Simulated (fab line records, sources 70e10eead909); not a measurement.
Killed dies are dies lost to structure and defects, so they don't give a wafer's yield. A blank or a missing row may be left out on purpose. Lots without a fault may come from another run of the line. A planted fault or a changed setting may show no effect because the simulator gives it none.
fab line records | flow nand_harc | part 2 of 2: steps 4 to 6 of 6
record lots=18 wafers=54 last_day=33
route steps=1302 shown P_ZERO_WELL@46 P_GATE@148 P_CONTACT@235 P_M0@274 P_M1@307
lots that met no fault: from a run of the same line without faults
start_h: hours from the record's first day to the start of the lot's first wafer shown | wait_h: hours since the lot's step before | " the same as in the row above | L1.1+2: a row that stands for several wafers | - no value, or no start given | * or withheld: withheld | < > ~ a bound
route shown NAME@n: a module of which the file shows steps, and the number in the route of the first | usual: mean/standard deviation of fault-free wafers | same: alike in all rows | chamber/n: place in a boat | sites: the reading at each site | _std_site: their standard deviation | _edge_site: outer sites' mean less inner sites' | radius_mm: how far each site lies from the wafer's centre | mask NAME#n: copy n | behind: the tool/chamber that last shaped the wafer | hold: why the lot was held/for how many hours/how that ended | device: the transistor (n, p or np) that didn't switch | end of line: the same wafers' tests at the end of the route | a step without rows: its recipe alone | killed: dies lost to structure and defects at the first sort, not the wafer's yield | map: a wafer's dies, x killed, . not, _ none there
set.NAME: the setting as run; set.NAME@STEP: as run at that earlier step | model.NAME: the simulator's own value behind a step, which no gauge read
steps of the route over a sample of lots; a table a step, a row a wafer
services: from which hour (start_h, from the record's first day; less than 0 if before it) a tool's chamber was out of use, for how many hours, and why
## steps
# step NHARC_P_CONTACT_DESCUM_17
# recipe time_s=3 o2_flow_sccm=200 ar_flow_sccm=0 bias_power_w=0 chemistry=O2
# usual chamber_pressure_mTorr=60.00/0.052 drypump_motor_current_A=5.8/0.34 mfc_ar_sccm=0.013/0.015 oes_product_au=1.005/0.012 rf_vpp_V=57.9/0.86 showerhead_plenum_p_Torr=1.95/0.062 throttle_valve_pct=11.310/0.0094
# columns lot.wafer tool chamber start_h wait_h chamber_pressure_mTorr drypump_motor_current_A mfc_ar_sccm oes_product_au rf_hours_counter_h rf_vpp_V showerhead_plenum_p_Torr throttle_valve_pct
L075.4 rie_diel-05 2 122.43 0.1 60.02 5.4 0.020 0.991 2.4 58.1 1.90 11.319
L075.3 " 3 " " 59.99 6.4 0.001 1.013 2.1 57.4 1.95 11.310
L075.6 " 0 " " 60.03 6.0 0 0.985 - 58.5 1.97 11.308
L077.4 rie_diel-12 2 144.95 0.1 60.03 5.9 0.045 1.011 0.7 56.2 2.00 11.322
L077.1 " 1 " " 59.98 5.8 0.018 1.004 0.6 57.6 2.04 11.311
L077.5 " 3 " " 59.96 5.6 0 0.999 - 57.4 1.94 11.307
L079.4 rie_diel-05 3 167.52 0.1 60.03 6.4 0.001 1.018 4.3 59.0 1.95 11.321
L079.1 " 0 " " 59.92 6.0 0 0.995 5.1 57.7 1.97 11.310
L079.6 " 1 " " 59.90 5.9 0.015 1.008 - 59.2 2.01 11.311
L080.2 rie_diel-01 0 186.04 0.1 60.03 4.8 0 1.031 4.4 58.1 1.91 11.302
L080.1 " 3 " " 60.04 6.3 0.021 1.009 4.6 57.8 1.97 11.307
L080.5 " 0 " " 60.01 4.8 0 1.027 - 57.1 1.91 11.310
L081.4 rie_diel-12 1 196.95 0.1 59.97 5.7 0.018 1.006 2.0 59.1 2.04 11.306
L081.1 " 2 " " 59.97 5.9 0.045 1.007 2.2 58.5 2.00 11.313
L081.6 " 0 " " 60.03 5.9 0 1.002 - 56.5 1.87 11.300
L083.2 rie_diel-12 3 216.18 0.1 59.99 5.6 0 1.008 3.1 57.9 1.94 11.316
L083.3 " 1 " " 59.97 5.8 0.018 1.005 2.5 58.7 2.03 11.298
L083.4 " 2 " " 60.04 5.9 0.045 1.006 2.7 57.5 2.00 11.321
L084.2 rie_diel-12 0 223.73 0.1 59.95 6.0 0 1.024 3.4 58.5 1.86 11.309
L084.1 " 1 " " 59.95 5.8 0.018 1.015 2.9 57.0 2.03 11.312
L084.6 " 3 " " 60.03 5.6 0 1.003 - 56.6 1.94 11.312
L085.3 rie_diel-12 3 229.90 0.1 60.01 5.6 0 1.007 4.0 57.0 1.94 11.326
L085.4 " 0 " " 59.97 6.0 0 1.012 3.7 57.0 1.86 11.297
L085.5 " 3 " " 60.03 5.6 0 1.001 - 57.8 1.94 11.306
L086.4 rie_diel-01 2 236.18 0.1 59.98 5.7 0.013 0.988 0.4 55.8 1.79 11.330
L086.5 " 0 " " 59.90 4.8 0 0.989 - 58.3 1.91 11.318
L086.6 " 1 " " 60.03 6.3 0.017 1.003 - 58.7 1.97 11.305
L087.1 rie_diel-12 3 242.56 0.1 60.03 5.6 0 1.012 4.6 58.1 1.94 11.302
L087.5 " 2 " " 59.98 5.9 0.045 1.009 - 57.9 2.00 11.326
L087.6 " 3 " " 60.09 5.6 0 1.010 - 59.3 1.94 11.320
L088.4 rie_diel-12 0 261.48 0.1 59.97 5.9 0 1.024 5.0 58.4 1.86 11.313
L088.1 " 1 " " 60.04 5.8 0.018 0.994 4.4 57.8 2.03 11.310
L088.6 " 0 " " 60.09 6.0 0 1.014 - 57.1 1.86 11.307
L090.1 rie_diel-12 2 285.36 0.1 60.05 5.9 0.045 1.020 0.3 58.6 2.00 11.313
L090.4 " 1 " " 60.01 5.8 0.018 1.009 0.2 57.0 2.03 11.294
L090.5 " 3 " " 60.03 5.6 0 1.005 - 55.8 1.94 11.293
L091.3 rie_diel-05 2 287.41 0.1 60.07 5.4 0.020 1.000 2.0 57.4 1.90 11.310
L091.1 " 3 " " 59.98 6.4 0.001 1.011 2.1 57.3 1.95 11.303
L091.4 " 0 " " 59.98 6.0 0 0.973 2.4 57.8 1.96 11.306
L092.3 rie_diel-05 1 303.75 0.1 60.07 6.0 0.015 1.004 3.3 57.9 2.01 11.298
L092.4 " 2 " " 59.98 5.4 0.020 0.992 3.0 57.2 1.90 11.299
L092.2 " 0 " " 60.03 6.0 0 0.973 3.5 57.2 1.96 11.303
L093.2 rie_diel-12 2 304.05 0.1 59.92 5.9 0.045 1.026 0.6 58.1 2.00 11.290
L093.4 " 1 " " 60.06 5.8 0.018 0.992 0.8 58.7 2.03 11.328
L093.6 " 2 " " 59.94 5.8 0.045 1.023 - 58.6 2.00 11.293
L095.2 rie_diel-01 0 337.78 0.1 59.89 4.8 0 0.995 2.5 56.3 1.91 11.313
L095.5 " 1 " " 60.04 6.3 0.017 1.010 - 57.2 1.97 11.303
L095.6 " 2 " " 59.99 5.7 0.013 1.009 - 57.8 1.79 11.311
L096.3 rie_diel-05 1 348.95 0.1 60.01 5.9 0.015 1.005 5.3 57.6 2.01 11.312
L096.1 " 2 " " 60.03 5.4 0.020 1.012 5.5 56.4 1.90 11.306
L096.6 " 0 " " 60.02 6.0 0 0.974 - 58.2 1.96 11.309
L097.3 rie_diel-05 0 352.03 0.1 59.96 6.0 0 0.985 5.8 57.7 1.96 11.316
L097.1 " 1 " " 60.01 6.0 0.015 1.004 5.8 58.3 2.01 11.313
L097.2 " 2 " " 60.07 5.4 0.020 1.000 5.9 58.6 1.90 11.303
# step NHARC_P_M0_PVD_20
# recipe target_thk_a=50 bias_v=168.6 power_w=15000 chamber_pressure_pa=0.12 time_s=8.06 substrate_temp_c=50 material=TaN
# usual chamber_pressure_pa=0.12/0.00025 substrate_temp_c=50.00/0.11 throttle_valve_pct=30.2/0.98
# columns lot.wafer tool chamber start_h wait_h chamber_pressure_pa substrate_temp_c throttle_valve_pct
L075.4 pvd_sputter-02 - - - 0.12034 49.99 29.4
L075.3 " - " " 0.12006 49.95 28.7
L075.6 " - " " 0.11994 49.90 31.7
L077.1 pvd_sputter-03 - - - 0.12001 50.02 30.3
L077.4 " - " " 0.11968 49.89 29.3
L077.5 " - " " 0.12005 50.07 29.7
L079.4 pvd_sputter-02 - - - 0.12 50.03 31.8
L079.1 " - " " 0.12001 49.94 28.9
L079.6 " - " " 0.12005 50.11 31.5
L080.2 pvd_sputter-01 - - - 0.12002 50.00 31.0
L080.1 " - " " 0.11981 50.26 29.2
L080.5 " - " " 0.11964 49.97 31.5
L081.1 pvd_sputter-01 - - - 0.12007 50.21 29.5
L081.4 " - " " 0.11972 49.77 28.9
L081.6 " - " " 0.11997 49.84 31.3
L083.2 pvd_sputter-01 - - - 0.12007 50.04 31.0
L083.4 " - " " 0.1201 50.00 29.1
L083.3 " - " " 0.12024 49.95 31.3
L084.1 pvd_sputter-02 - - - 0.12004 49.89 29.3
L084.2 " - " " 0.12018 49.97 30.7
L084.6 " - " " 0.12003 50.04 29.3
L085.3 pvd_sputter-02 - - - 0.11995 49.92 30.6
L085.4 " - " " 0.11992 50.28 31.8
L085.5 " - " " 0.1205 50.17 29.6
L086.4 pvd_sputter-03 - - - 0.12003 49.93 30.4
L086.6 " - " " 0.12009 49.93 30.5
L086.5 " - " " 0.11998 49.93 31.6
L087.1 pvd_sputter-03 - - - 0.12039 50.09 30.5
L087.6 " - " " 0.12065 49.80 30.0
L087.5 " - " " 0.12 50.06 30.4
L088.4 pvd_sputter-01 - - - 0.12004 50.02 31.2
L088.1 " - " " 0.11998 50.00 30.1
L088.6 " - " " 0.11977 50.16 31.4
L090.4 pvd_sputter-03 - - - 0.11976 50.03 29.5
L090.1 " - " " 0.12021 49.98 30.4
L090.5 " - " " 0.11977 49.91 30.3
L091.4 pvd_sputter-03 - - - 0.11984 50.09 29.2
L091.3 " - " " 0.12008 49.95 30.4
L091.1 " - " " 0.12004 49.98 31.5
L092.4 pvd_sputter-02 - - - 0.1202 50.11 31.0
L092.3 " - " " 0.11978 49.92 29.5
L092.2 " - " " 0.11995 49.85 28.8
L093.2 pvd_sputter-01 - - - 0.12 50.04 30.1
L093.4 " - " " 0.12046 50.01 28.9
L093.6 " - " " 0.11994 50.03 30.5
L095.2 pvd_sputter-01 - - - 0.12026 50.09 29.6
L095.5 " - " " 0.11981 50.05 31.3
L095.6 " - " " 0.12021 50.02 29.9
L096.1 pvd_sputter-01 - - - 0.12042 49.91 29.8
L096.3 " - " " 0.12 49.90 28.8
L096.6 " - " " 0.12022 49.93 30.1
L097.2 pvd_sputter-01 - - - 0.11992 50.02 31.3
L097.1 " - " " 0.12072 50.13 30.6
L097.3 " - " " 0.12006 50.09 28.8
# step NHARC_P_M1_PVD_20
# recipe target_thk_a=50 bias_v=168.6 power_w=15000 chamber_pressure_pa=0.12 time_s=8.06 substrate_temp_c=50 material=TaN
# usual chamber_pressure_pa=0.12/0.00025 substrate_temp_c=50.01/0.12 throttle_valve_pct=30.2/0.98
# columns lot.wafer tool chamber start_h wait_h chamber_pressure_pa substrate_temp_c throttle_valve_pct
L075.3 pvd_sputter-03 - - - 0.11964 49.99 30.1
L075.4 " - " " 0.12015 49.81 32.0
L075.6 " - " " 0.11961 50.05 29.8
L077.1 pvd_sputter-02 - - - 0.12017 50.29 30.7
L077.4 " - " " 0.12 50.08 31.8
L077.5 " - " " 0.12 50.20 28.6
L079.1 pvd_sputter-02 - - - 0.1202 49.89 28.6
L079.4 " - " " 0.11995 50.12 31.7
L079.6 " - " " 0.12008 50.00 29.4
L080.1 pvd_sputter-01 - - - 0.12017 49.91 29.1
L080.2 " - " " 0.12037 50.07 31.3
L080.5 " - " " 0.11998 49.98 28.8
L081.1 pvd_sputter-02 - - - 0.11963 50.11 28.9
L081.4 " - " " 0.11995 49.98 31.5
L081.6 " - " " 0.12035 49.92 28.9
L083.3 pvd_sputter-01 - - - 0.12004 49.96 29.2
L083.4 " - " " 0.12027 50.19 31.1
L083.2 " - " " 0.11986 50.02 31.3
L084.1 pvd_sputter-02 - - - 0.12018 50.33 29.1
L084.2 " - " " 0.12008 49.87 31.8
L084.6 " - " " 0.1199 50.08 30.3
L085.3 pvd_sputter-01 - - - 0.11977 50.00 31.4
L085.4 " - " " 0.11986 49.95 28.6
L085.5 " - " " 0.12009 50.08 29.7
L086.4 pvd_sputter-03 - - - 0.11965 49.93 31.4
L086.5 " - " " 0.11972 49.86 30.6
L086.6 " - " " 0.1199 49.92 31.5
L087.1 pvd_sputter-02 - - - 0.11961 50.07 29.0
L087.5 " - " " 0.11984 49.93 29.1
L087.6 " - " " 0.12003 49.92 30.4
L088.4 pvd_sputter-01 - - - 0.12054 50.13 29.9
L088.1 " - " " 0.12063 50.02 28.7
L088.6 " - " " 0.11994 49.91 31.5
L090.4 pvd_sputter-03 - - - 0.11992 49.98 29.3
L090.1 " - " " 0.12024 49.96 31.7
L090.5 " - " " 0.12029 49.93 29.2
L091.4 pvd_sputter-03 - - - 0.12002 50.12 30.7
L091.1 " - " " 0.11965 50.02 31.7
L091.3 " - " " 0.12006 50.02 29.3
L092.3 pvd_sputter-02 - - - 0.11966 50.11 29.7
L092.4 " - " " 0.11988 49.96 30.1
L092.2 " - " " 0.11977 50.09 31.2
L093.2 pvd_sputter-01 - - - 0.11976 49.96 29.9
L093.4 " - " " 0.12006 49.96 30.8
L093.6 " - " " 0.12077 50.08 30.7
L095.2 pvd_sputter-03 - - - 0.11993 50.00 30.5
L095.6 " - " " 0.12018 50.03 30.5
L095.5 " - " " 0.12004 50.05 31.6
L096.1 pvd_sputter-03 - - - 0.12034 49.96 29.4
L096.3 " - " " 0.12003 50.09 32.0
L096.6 " - " " 0.12006 49.94 29.2
L097.2 pvd_sputter-02 - - - 0.12002 50.10 31.3
L097.1 " - " " 0.1199 49.89 29.4
L097.3 " - " " 0.11949 49.73 28.7
## services
# columns tool chamber start_h hours kind
pvd_sputter-01 - 18.23 1.3 repair
pvd_sputter-02 - 40.36 6.0 repair
pvd_sputter-01 - 48.00 10.0 pm
rie_diel-12 2 48.12 9.6 repair
pvd_sputter-03 - 86.68 7.3 repair
rie_diel-12 - 91.46 9.0 pm
pvd_sputter-02 - 108.88 10.0 pm
rie_diel-12 1 139.26 4.8 repair
rie_diel-12 2 146.82 6.7 repair
rie_diel-12 1 159.29 3.9 repair
pvd_sputter-03 - 170.00 10.0 pm
pvd_sputter-01 - 172.94 7.0 repair
pvd_sputter-02 - 199.94 1.1 repair
rie_diel-12 0 208.82 1.9 repair
pvd_sputter-01 - 226.00 10.0 pm
pvd_sputter-01 - 244.10 3.9 repair
rie_diel-12 3 264.07 2.9 repair
rie_diel-12 - 268.49 9.0 pm
pvd_sputter-02 - 286.88 10.0 pm
pvd_sputter-01 - 290.79 1.9 repair
rie_diel-12 - 299.90 0.9 repair
pvd_sputter-01 - 321.17 6.8 repair
rie_diel-12 1 345.71 34.8 repair
pvd_sputter-03 - 348.00 10.0 pm
